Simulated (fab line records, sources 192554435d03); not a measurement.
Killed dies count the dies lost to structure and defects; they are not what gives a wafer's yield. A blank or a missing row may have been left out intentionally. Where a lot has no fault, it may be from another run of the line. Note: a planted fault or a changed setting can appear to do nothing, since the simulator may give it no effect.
Which tool was responsible? :: flow n5_finfet :: 6 lots, 17 wafers sampled, at 1 step of a route of 1938

== WHAT EACH GAUGE READ, for each wafer ==
N5_BEOL_M14_OVL_MEAS_11.
lot: L490
measured: day 11 04:46
on: overlay-01
V13_OVL (nm): 4 2 1

lot: L493
measured: day 12 06:22
on: overlay-02
V13_OVL (nm): 6 12 14

lot: L495
measured: day 12 18:12
on: overlay-02
V13_OVL (nm): 2 0 6

lot: L500
measured: day 14 00:10
on: overlay-02
V13_OVL (nm): 7 -1 5

lot: L506
measured: day 15 21:25
on: overlay-02
V13_OVL (nm): -4 -1

lot: L512
measured: day 18 00:16
on: overlay-02
V13_OVL (nm): -3 -4 -4

== TOOL THAT RAN EACH LOT (tool first, then ch and the chambers of the sampled wafers, then the start) ==
There is no process step in the record ahead of these readings.

== THE ANSWER, worked out from the rows above alone ==
Rule: what is usual is taken from the lots themselves. Put in order of their means at a reading, lots are off if they are a third of the lots or fewer, leave a main group of 4 or more, and stand apart from it by a gap of 3 or more times the standard deviation of the main group's means; of several such gaps the widest counts. A main group whose means are all the same, to the digits that the tables above print for the reading, isn't used. Also off: a lot with no number at a reading for which 4 or more lots have one. Any other lot the step has rows for is counted as sound.
None of the lots is off at any reading shown; this tells nothing.

== WHAT HAD BEEN PUT IN BY THE SIMULATOR ==
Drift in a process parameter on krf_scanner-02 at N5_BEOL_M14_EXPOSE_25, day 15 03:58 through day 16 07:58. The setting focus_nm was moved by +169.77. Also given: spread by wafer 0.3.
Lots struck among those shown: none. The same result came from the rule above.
